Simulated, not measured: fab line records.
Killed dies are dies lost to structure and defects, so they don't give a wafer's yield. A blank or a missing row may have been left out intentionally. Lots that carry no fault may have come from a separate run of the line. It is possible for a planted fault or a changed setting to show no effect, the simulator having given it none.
Which tool did it? / flow nand_harc / 14 lots with 42 wafers sampled at 4 steps, on a route of 1302 steps

## WHAT THE GAUGES SHOWED, per wafer
The record lacks any reading of a measuring or inspecting step that a usual standard deviation could be used to judge.

## WHAT TOOL EACH LOT RAN ON (gives the tool, then ch and the chambers of the sampled wafers, and finally the start)
lot=L456; NHARC_A_BONDPAD_DESCUM_11=rie_diel-11 ch 0,2,3, day 22 23:39; NHARC_A_BONDPAD_PVD_17=pvd_sputter-02, day 23 15:40 or earlier; NHARC_THIN_TSV_ETCHBACK_48=rie_diel-09 ch 0,2,3, day 23 15:40; NHARC_THIN_TSV_ETCH_36=rie_metal-02 ch 0,1, day 23 19:52
lot=L459; NHARC_A_BONDPAD_DESCUM_11=rie_diel-10 ch 0,1,2, day 24 09:31; NHARC_A_BONDPAD_PVD_17=pvd_sputter-03, day 25 02:35 or earlier; NHARC_THIN_TSV_ETCHBACK_48=rie_diel-12 ch 1,2,3, day 25 02:35; NHARC_THIN_TSV_ETCH_36=rie_metal-02 ch 0,1, day 25 06:36
lot=L460; NHARC_A_BONDPAD_DESCUM_11=rie_diel-04 ch 1,3, day 24 09:39; NHARC_A_BONDPAD_PVD_17=pvd_sputter-02, day 25 03:43 or earlier; NHARC_THIN_TSV_ETCHBACK_48=rie_diel-13 ch 1,2,3, day 25 03:43; NHARC_THIN_TSV_ETCH_36=rie_metal-02 ch 0,1, day 25 08:18
lot=L457; NHARC_A_BONDPAD_DESCUM_11=rie_diel-11 ch 0,1,2, day 24 13:56; NHARC_A_BONDPAD_PVD_17=pvd_sputter-03, day 25 09:04 or earlier; NHARC_THIN_TSV_ETCHBACK_48=rie_diel-09 ch 1,2,3, day 25 09:04; NHARC_THIN_TSV_ETCH_36=rie_metal-02 ch 0,1, day 25 13:09
lot=L461; NHARC_A_BONDPAD_DESCUM_11=rie_diel-11 ch 1,2, day 25 06:33; NHARC_A_BONDPAD_PVD_17=pvd_sputter-02, day 25 23:44 or earlier; NHARC_THIN_TSV_ETCHBACK_48=rie_diel-09 ch 0,2, day 25 23:44; NHARC_THIN_TSV_ETCH_36=rie_metal-01 ch 0,1, day 26 03:48
lot=L463; NHARC_A_BONDPAD_DESCUM_11=rie_diel-11 ch 0,2,3, day 26 12:50; NHARC_A_BONDPAD_PVD_17=pvd_sputter-01, day 27 05:56 or earlier; NHARC_THIN_TSV_ETCHBACK_48=rie_diel-13 ch 1,2,3, day 27 05:56; NHARC_THIN_TSV_ETCH_36=rie_metal-01 ch 1, day 27 10:16
lot=L464; NHARC_A_BONDPAD_DESCUM_11=rie_diel-10 ch 0,1,3, day 27 01:22; NHARC_A_BONDPAD_PVD_17=pvd_sputter-02, day 27 19:11 or earlier; NHARC_THIN_TSV_ETCHBACK_48=rie_diel-13 ch 0,3, day 27 19:11; NHARC_THIN_TSV_ETCH_36=rie_metal-01 ch 0,1, day 27 23:29
lot=L465; NHARC_A_BONDPAD_DESCUM_11=rie_diel-11 ch 0,1,2, day 28 03:05; NHARC_A_BONDPAD_PVD_17=pvd_sputter-01, day 28 20:56 or earlier; NHARC_THIN_TSV_ETCHBACK_48=rie_diel-12 ch 2,3, day 28 20:56; NHARC_THIN_TSV_ETCH_36=rie_metal-03 ch 0,1, day 29 01:02
lot=L469; NHARC_A_BONDPAD_DESCUM_11=rie_diel-10 ch 0,3, day 28 16:43; NHARC_A_BONDPAD_PVD_17=pvd_sputter-02, day 29 09:38 or earlier; NHARC_THIN_TSV_ETCHBACK_48=rie_diel-13 ch 1,2, day 29 09:38; NHARC_THIN_TSV_ETCH_36=rie_metal-01 ch 0,1, day 29 14:00
lot=L472; NHARC_A_BONDPAD_DESCUM_11=rie_diel-11 ch 1,2, day 30 08:20; NHARC_A_BONDPAD_PVD_17=pvd_sputter-02, day 31 04:40 or earlier; NHARC_THIN_TSV_ETCHBACK_48=rie_diel-13 ch 2,3, day 31 04:40; NHARC_THIN_TSV_ETCH_36=rie_metal-03 ch 0,1, day 31 08:53
lot=L471; NHARC_A_BONDPAD_DESCUM_11=rie_diel-11 ch 2,3, day 30 12:46; NHARC_A_BONDPAD_PVD_17=pvd_sputter-01, day 31 06:00 or earlier; NHARC_THIN_TSV_ETCHBACK_48=rie_diel-13 ch 0,1,2, day 31 06:00; NHARC_THIN_TSV_ETCH_36=rie_metal-01 ch 0,1, day 31 10:02
lot=L473; NHARC_A_BONDPAD_DESCUM_11=rie_diel-10 ch 0,1,3, day 30 14:56; NHARC_A_BONDPAD_PVD_17=pvd_sputter-02, day 31 09:27 or earlier; NHARC_THIN_TSV_ETCHBACK_48=rie_diel-09 ch 0,2,3, day 31 09:27; NHARC_THIN_TSV_ETCH_36=rie_metal-03 ch 0,1, day 31 13:38
lot=L475; NHARC_A_BONDPAD_DESCUM_11=rie_diel-10 ch 0,3, day 31 14:48; NHARC_A_BONDPAD_PVD_17=pvd_sputter-02, day 32 15:46 or earlier; NHARC_THIN_TSV_ETCHBACK_48=rie_diel-12 ch 0,2, day 32 15:46; NHARC_THIN_TSV_ETCH_36=rie_metal-02 ch 0,1, day 32 19:56
lot=L477; NHARC_A_BONDPAD_DESCUM_11=rie_diel-11 ch 1,2,3, day 32 01:37; NHARC_A_BONDPAD_PVD_17=pvd_sputter-03, day 32 19:40 or earlier; NHARC_THIN_TSV_ETCHBACK_48=rie_diel-12 ch 0,2,3, day 32 19:40; NHARC_THIN_TSV_ETCH_36=rie_metal-03 ch 0,1, day 32 23:54
- NHARC_A_BONDPAD_DESCUM_11: chemistry O2, time 3 s.
- NHARC_A_BONDPAD_PVD_17: deposits TaN, target thk 5 nm, time 8.06 s.
- NHARC_THIN_TSV_ETCHBACK_48: etches the open film in C4F8/Ar, target depth 1028.5 nm, time 405.17 s.
- NHARC_THIN_TSV_ETCH_36: etches the open film in Cl2/BCl3, target depth 65 nm, time 18.571 s.

## AS READ BY THE TOOLS THEMSELVES (means over the sampled wafers that have a number; for cases with no such wafer, the mark the record gives instead)
NHARC_A_BONDPAD_DESCUM_11.
lot=L456; tool=rie_diel-11; drypump_motor_current_A (A)=5.6; oes_product_au (a.u.)=0.999; rf_vpp_V (V)=58.5; showerhead_plenum_p_Torr (Torr)=1.89; throttle_valve_pct (%)=11.311
lot=L459; tool=rie_diel-10; drypump_motor_current_A (A)=5.9; oes_product_au (a.u.)=1.000; rf_vpp_V (V)=58.6; showerhead_plenum_p_Torr (Torr)=1.91; throttle_valve_pct (%)=11.312
lot=L460; tool=rie_diel-04; drypump_motor_current_A (A)=6.1; oes_product_au (a.u.)=1.000; rf_vpp_V (V)=57.8; showerhead_plenum_p_Torr (Torr)=1.90; throttle_valve_pct (%)=11.312
lot=L457; tool=rie_diel-11; drypump_motor_current_A (A)=5.7; oes_product_au (a.u.)=0.989; rf_vpp_V (V)=57.8; showerhead_plenum_p_Torr (Torr)=1.88; throttle_valve_pct (%)=11.306
lot=L461; tool=rie_diel-11; drypump_motor_current_A (A)=5.6; oes_product_au (a.u.)=1.002; rf_vpp_V (V)=57.8; showerhead_plenum_p_Torr (Torr)=1.88; throttle_valve_pct (%)=11.314
lot=L463; tool=rie_diel-11; drypump_motor_current_A (A)=5.6; oes_product_au (a.u.)=0.995; rf_vpp_V (V)=57.7; showerhead_plenum_p_Torr (Torr)=1.89; throttle_valve_pct (%)=11.309
lot=L464; tool=rie_diel-10; drypump_motor_current_A (A)=6.1; oes_product_au (a.u.)=1.004; rf_vpp_V (V)=58.3; showerhead_plenum_p_Torr (Torr)=2.00; throttle_valve_pct (%)=11.303
lot=L465; tool=rie_diel-11; drypump_motor_current_A (A)=5.7; oes_product_au (a.u.)=1.001; rf_vpp_V (V)=57.7; showerhead_plenum_p_Torr (Torr)=1.88; throttle_valve_pct (%)=11.306
lot=L469; tool=rie_diel-10; drypump_motor_current_A (A)=6.2; oes_product_au (a.u.)=0.993; rf_vpp_V (V)=58.0; showerhead_plenum_p_Torr (Torr)=1.95; throttle_valve_pct (%)=11.311
lot=L472; tool=rie_diel-11; drypump_motor_current_A (A)=5.6; oes_product_au (a.u.)=1.006; rf_vpp_V (V)=56.8; showerhead_plenum_p_Torr (Torr)=1.88; throttle_valve_pct (%)=11.308
lot=L471; tool=rie_diel-11; drypump_motor_current_A (A)=5.4; oes_product_au (a.u.)=1.010; rf_vpp_V (V)=57.5; showerhead_plenum_p_Torr (Torr)=1.97; throttle_valve_pct (%)=11.303
lot=L473; tool=rie_diel-10; drypump_motor_current_A (A)=6.1; oes_product_au (a.u.)=1.002; rf_vpp_V (V)=57.9; showerhead_plenum_p_Torr (Torr)=1.99; throttle_valve_pct (%)=11.308
lot=L475; tool=rie_diel-10; drypump_motor_current_A (A)=6.2; oes_product_au (a.u.)=0.994; rf_vpp_V (V)=58.1; showerhead_plenum_p_Torr (Torr)=1.94; throttle_valve_pct (%)=11.306
lot=L477; tool=rie_diel-11; drypump_motor_current_A (A)=5.4; oes_product_au (a.u.)=1.010; rf_vpp_V (V)=57.4; showerhead_plenum_p_Torr (Torr)=1.96; throttle_valve_pct (%)=11.311

NHARC_A_BONDPAD_PVD_17.
lot=L456; tool=pvd_sputter-02; throttle_valve_pct (%)=31.4
lot=L459; tool=pvd_sputter-03; throttle_valve_pct (%)=30.6
lot=L460; tool=pvd_sputter-02; throttle_valve_pct (%)=31.0
lot=L457; tool=pvd_sputter-03; throttle_valve_pct (%)=29.3
lot=L461; tool=pvd_sputter-02; throttle_valve_pct (%)=31.3
lot=L463; tool=pvd_sputter-01; throttle_valve_pct (%)=29.2
lot=L464; tool=pvd_sputter-02; throttle_valve_pct (%)=30.7
lot=L465; tool=pvd_sputter-01; throttle_valve_pct (%)=29.6
lot=L469; tool=pvd_sputter-02; throttle_valve_pct (%)=31.2
lot=L472; tool=pvd_sputter-02; throttle_valve_pct (%)=31.1
lot=L471; tool=pvd_sputter-01; throttle_valve_pct (%)=29.9
lot=L473; tool=pvd_sputter-02; throttle_valve_pct (%)=31.6
lot=L475; tool=pvd_sputter-02; throttle_valve_pct (%)=30.1
lot=L477; tool=pvd_sputter-03; throttle_valve_pct (%)=30.1

NHARC_THIN_TSV_ETCHBACK_48.
lot=L456; tool=rie_diel-09; oes_product_au (a.u.)=0.968; rf_vpp_V (V)=548
lot=L459; tool=rie_diel-12; oes_product_au (a.u.)=0.920; rf_vpp_V (V)=547
lot=L460; tool=rie_diel-13; oes_product_au (a.u.)=0.925; rf_vpp_V (V)=546
lot=L457; tool=rie_diel-09; oes_product_au (a.u.)=0.921; rf_vpp_V (V)=546
lot=L461; tool=rie_diel-09; oes_product_au (a.u.)=1.001; rf_vpp_V (V)=549
lot=L463; tool=rie_diel-13; oes_product_au (a.u.)=0.919; rf_vpp_V (V)=546
lot=L464; tool=rie_diel-13; oes_product_au (a.u.)=0.918; rf_vpp_V (V)=545
lot=L465; tool=rie_diel-12; oes_product_au (a.u.)=0.975; rf_vpp_V (V)=549
lot=L469; tool=rie_diel-13; oes_product_au (a.u.)=0.918; rf_vpp_V (V)=546
lot=L472; tool=rie_diel-13; oes_product_au (a.u.)=0.994; rf_vpp_V (V)=546
lot=L471; tool=rie_diel-13; oes_product_au (a.u.)=0.964; rf_vpp_V (V)=546
lot=L473; tool=rie_diel-09; oes_product_au (a.u.)=0.923; rf_vpp_V (V)=550
lot=L475; tool=rie_diel-12; oes_product_au (a.u.)=0.931; rf_vpp_V (V)=546
lot=L477; tool=rie_diel-12; oes_product_au (a.u.)=0.996; rf_vpp_V (V)=547

NHARC_THIN_TSV_ETCH_36.
lot=L456; tool=rie_metal-02; drypump_motor_current_A (A)=5.5; oes_product_au (a.u.)=1.013; run_length_s (s)=40.3
lot=L459; tool=rie_metal-02; drypump_motor_current_A (A)=5.5; oes_product_au (a.u.)=1.003; run_length_s (s)=40.0
lot=L460; tool=rie_metal-02; drypump_motor_current_A (A)=5.5; oes_product_au (a.u.)=1.007; run_length_s (s)=39.8
lot=L457; tool=rie_metal-02; drypump_motor_current_A (A)=5.5; oes_product_au (a.u.)=1.003; run_length_s (s)=40.0
lot=L461; tool=rie_metal-01; drypump_motor_current_A (A)=5.8; oes_product_au (a.u.)=1.005; run_length_s (s)=39.8
lot=L463; tool=rie_metal-01; drypump_motor_current_A (A)=5.7; oes_product_au (a.u.)=0.998; run_length_s (s)=39.6
lot=L464; tool=rie_metal-01; drypump_motor_current_A (A)=5.8; oes_product_au (a.u.)=1.007; run_length_s (s)=39.7
lot=L465; tool=rie_metal-03; drypump_motor_current_A (A)=5.9; oes_product_au (a.u.)=0.993; run_length_s (s)=39.8
lot=L469; tool=rie_metal-01; drypump_motor_current_A (A)=5.8; oes_product_au (a.u.)=1.007; run_length_s (s)=34.6
lot=L472; tool=rie_metal-03; drypump_motor_current_A (A)=6.2; oes_product_au (a.u.)=0.993; run_length_s (s)=39.5
lot=L471; tool=rie_metal-01; drypump_motor_current_A (A)=5.8; oes_product_au (a.u.)=1.003; run_length_s (s)=34.7
lot=L473; tool=rie_metal-03; drypump_motor_current_A (A)=6.0; oes_product_au (a.u.)=0.997; run_length_s (s)=39.7
lot=L475; tool=rie_metal-02; drypump_motor_current_A (A)=5.5; oes_product_au (a.u.)=0.995; run_length_s (s)=40.1
lot=L477; tool=rie_metal-03; drypump_motor_current_A (A)=6.0; oes_product_au (a.u.)=0.989; run_length_s (s)=39.7

## THE ANSWER, worked out from the rows above alone
Rule: the lots themselves supply what counts as usual. Put in order of their means at a reading, lots are off if they are a third of the lots or fewer, leave a main group of 4 or more, and stand apart from it by a gap of 3 or more times the standard deviation of the main group's means; of several such gaps the widest counts. A main group whose means are all the same, to the digits that the tables above print for the reading, isn't used. A lot without any number at a reading at which 4 lots or more have one is off too. Any other lot the step has rows for is counted as sound. The gauges are gone through in route order, then the tools' own readings, and for those a lot's mean is taken as printed above. At the first step where some lot is off, the reading lying furthest off is the one used; lots without a number count as furthest.
Off, at NHARC_THIN_TSV_ETCH_36 on run_length_s: L469, L471. For the main group the mean is 39.8 s and the standard deviation 0.22.
A tool fits if, at that step or a process step before it, it ran every lot that is off, and no sound lot after the first of them. NHARC_A_BONDPAD_PVD_17: start missing for some lots; hours and lot order therefore follow NHARC_THIN_TSV_ETCHBACK_48. One candidate fits, namely rie_metal-01 at NHARC_THIN_TSV_ETCH_36. Its last sound lot is L464 (day 27 23:29), its first lot that is off L469 (day 29 14:00): a fault that began between those two fits.
The tool's own readings at NHARC_THIN_TSV_ETCH_36 bear it out: on the lots that are off they differ by more than 5 times the standard deviation of the sound lots' means. run_length_s reads 34.7 s there against 39.8 s on the sound lots.

## WHAT HAD BEEN PUT IN BY THE SIMULATOR
Drift in process parameters on rie_metal-01 at NHARC_THIN_TSV_ETCH_36, starting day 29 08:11. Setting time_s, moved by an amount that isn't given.
Lots struck among those shown: L469, L471. Same finding as the rule above.
